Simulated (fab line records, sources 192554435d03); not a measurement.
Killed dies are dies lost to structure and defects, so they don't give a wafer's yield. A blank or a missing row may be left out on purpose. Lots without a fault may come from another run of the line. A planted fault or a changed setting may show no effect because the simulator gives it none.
Split-lot experiment | flow n5_finfet | 7 lots, 39 wafers read, on a route of 1938 steps

THE SPLIT
At N5_DUMMY_GATE_EXPOSE_12 (exposes mask GATE, target cd 25 nm), the setting dose_mj was moved away from the recipe's 34 on 12 of the 39 wafers read, by +2.1% to +6.5%. The other wafers ran this setting at the recipe's value.

FROM THE SPLIT TO THE READING: what the file shows between them, 2 steps
- N5_DUMMY_GATE_PEB_13: peb time 60 s
- N5_DUMMY_GATE_DEVELOP_14: develop time 30 s

THE READING
cd_nm, in nm, at N5_DUMMY_GATE_CD_MEAS_15 (target cd 25.8 nm). Fault-free wafers of this fab line usually give 25.00 nm, standard deviation 0.23 nm.

wafer  | tool, chamber at the split | dose_mj as run | against the recipe | cd_nm, nm | against lot-mates on the recipe
L076.1 | euv_scanner-02, 0          | 34             | recipe             | 25.12     | -
L076.2 | euv_scanner-02, 0          | 34             | recipe             | 25.07     | -
L076.3 | euv_scanner-02, 0          | 34             | recipe             | 24.88     | -
L076.4 | euv_scanner-02, 0          | 34             | recipe             | 24.92     | -
L076.5 | euv_scanner-02, 0          | 34             | recipe             | 24.76     | -
L076.6 | euv_scanner-02, 0          | 34             | recipe             | 24.90     | -
L077.1 | euv_scanner-02, 0          | 34             | recipe             | 25.01     | -
L077.2 | euv_scanner-02, 0          | 34.71          | +2.1%              | 24.28     | -0.62
L077.3 | euv_scanner-02, 0          | 34             | recipe             | 24.65     | -
L077.4 | euv_scanner-02, 0          | 34.71          | +2.1%              | 24.51     | -0.39
L077.5 | euv_scanner-02, 0          | 34             | recipe             | 25.04     | -
L077.6 | euv_scanner-02, 0          | 34.71          | +2.1%              | 24.71     | -0.19
L079.1 | euv_scanner-01, 0          | 36.2           | +6.5%              | 23.79     | -1.14
L079.2 | euv_scanner-01, 0          | 34             | recipe             | 24.81     | -
L079.3 | euv_scanner-01, 0          | 36.2           | +6.5%              | 23.69     | -1.24
L079.4 | euv_scanner-01, 0          | 34             | recipe             | 25.13     | -
L079.5 | euv_scanner-01, 0          | 34             | recipe             | 24.85     | -
L079.6 | euv_scanner-01, 0          | 36.2           | +6.5%              | 23.88     | -1.05
L083.1 | euv_scanner-01, 0          | 34             | recipe             | 25.34     | -
L083.2 | euv_scanner-01, 0          | 34             | recipe             | 25.15     | -
L083.3 | euv_scanner-01, 0          | 34             | recipe             | 25.75     | -
L083.4 | euv_scanner-01, 0          | 34             | recipe             | 24.95     | -
L083.5 | euv_scanner-01, 0          | 34             | recipe             | 25.34     | -
L083.6 | euv_scanner-01, 0          | 34             | recipe             | 25.44     | -
L086.1 | euv_scanner-01, 0          | 36.2           | +6.5%              | 23.63     | -1.58
L086.2 | euv_scanner-01, 0          | 36.2           | +6.5%              | 24.09     | -1.12
L086.3 | euv_scanner-01, 0          | 34             | recipe             | 25.06     | -
L086.4 | euv_scanner-01, 0          | 36.2           | +6.5%              | 23.96     | -1.25
L086.5 | euv_scanner-01, 0          | 34             | recipe             | 25.10     | -
L086.6 | euv_scanner-01, 0          | 34             | recipe             | 25.46     | -
L089.1 | euv_scanner-02, 0          | 35.44          | +4.2%              | 24.17     | -1.04
L089.2 | euv_scanner-02, 0          | 34             | recipe             | 25.05     | -
L089.3 | euv_scanner-02, 0          | 34             | recipe             | 25.34     | -
L089.4 | euv_scanner-02, 0          | 35.44          | +4.2%              | 24.11     | -1.10
L089.5 | euv_scanner-02, 0          | 35.44          | +4.2%              | 24.59     | -0.62
L089.6 | euv_scanner-02, 0          | 34             | recipe             | 25.25     | -
L093.3 | euv_scanner-01, 0          | 34             | recipe             | 25.34     | -
L093.4 | euv_scanner-01, 0          | 34             | recipe             | 24.64     | -
L093.5 | euv_scanner-01, 0          | 34             | recipe             | 25.09     | -

THE FIT
A straight line over all 39 wafers: cd_nm changes by -0.194 nm for each +1% of dose_mj; r = -0.89; the points scatter about the line by 0.25 nm.
The same after taking each lot's own level away (the mean of its wafers on the recipe; 39 wafers): -0.194 nm for each +1%; r = -0.93; scatter 0.2 nm.
On that fit, the largest move of dose_mj shifts the reading by 1.3 nm.
The lots' own levels span 24.900 to 25.328 nm, that is 1.9 times the standard deviation above.
So the lot-to-lot level changes the slope little: the two slopes agree.
Check: with one of the wafers moved furthest among these (+6.5%) left out of the fit, the line predicts -1.28 nm for it against its lot-mates. It came out at -1.14 nm against them.

OTHER SPLITS ON THESE WAFERS
These wafers also went through other splits before the reading. Each is held against what the fit with the lots' levels taken away leaves over:
other split on the same wafers | wafers away from the commonest value | r with cd_nm (lot level and that fit taken away)
N5_FIN_CUT_ETCH_21 bias_w      | 9                                    | +0.02

THE WHOLE CHAIN: every reading that the file lists as answering this split, in the file's order
step                     | what it does                             | reading                                                           | change (the file's fit)               | r (the file's)
N5_DUMMY_GATE_CD_MEAS_15 | target cd 25.8 nm                        | cd_nm                                                             | -0.195 nm for each +1% of the setting | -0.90
N5_DUMMY_GATE_TRIM_49    | chemistry O2, time 29 s, target cd 14 nm | DUMMY_GATE.cd_nm (the simulator's own value, which no gauge read) | -0.157 nm for each +1% of the setting | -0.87

THE FILE'S OWN FIT
cd_nm changes by -0.195 nm for each +1% of dose_mj, r = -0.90.
